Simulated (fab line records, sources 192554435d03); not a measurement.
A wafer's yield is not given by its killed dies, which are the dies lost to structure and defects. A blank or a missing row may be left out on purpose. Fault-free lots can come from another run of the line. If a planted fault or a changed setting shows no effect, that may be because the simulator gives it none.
Chamber matching ; flow n5-finfet ; 4 sister chambers for N5_MOL_CONTACT_COAG_ALD_133 on ald-sin-04
The step deposits SiO2, target thk 5 nm, pulse time 1 s, co reactant pulse time 1 s. 14 wafers are shown with their chamber, then 6 later ones without.

== WAFERS PAIRED WITH THEIR CHAMBERS ==
wafer;chamber;heater-power-w (W);precursor-pulse-height-rel
L375.1;0;86;0.999
L375.2;3;62;1.012
L375.3;2;83;0.951
L377.3;3;60;0.996
L377.5;2;82;0.992
L377.6;3;61;0.981
L381.2;1;72;1.002
L381.5;3;62;0.989
L381.6;2;82;0.988
L383.1;2;84;0.999
L383.3;3;62;0.982
L383.4;0;88;1.016
L384.2;3;62;1.002
L384.4;0;89;0.955

SIGNATURES (means of the wafers above)
reading;chamber 0;chamber 1;chamber 2;chamber 3;scatter within a chamber
heater-power-w;87.67;72.00;82.75;61.50;1.04
precursor-pulse-height-rel;0.99000;1.00200;0.98250;0.99367;0.0202
Rule: a wafer lies at a distance from a chamber equal to the root of the sum of squares, over the readings, of (its reading less the chamber's mean, divided by the reading's scatter). If the next closest chamber is less than 2 further off than the closest, the wafer can't be placed; otherwise it belongs to the closest. How the scatter is found: for the shown wafers, subtract from each reading the mean of its chamber, square and add these, divide the total by (wafers less chambers), then take the root.

== WAFERS MISSING THEIR CHAMBER ==
wafer;heater-power-w (W);precursor-pulse-height-rel
L387.1;83;0.998
L387.4;87;0.990
L387.6;63;1.004
L392.1;87;0.992
L392.4;61;0.989
L392.5;81;1.043

== WHICH CHAMBER EACH ONE RAN IN ==
wafer;from the rows above;in truth
L387.1;2;2
L387.4;0;0
L387.6;3;3
L392.1;0;0
L392.4;3;3
L392.5;2;2
Placed correctly: 6 of 6. Number that these rows cannot place: 0. Placed wrongly: 0.
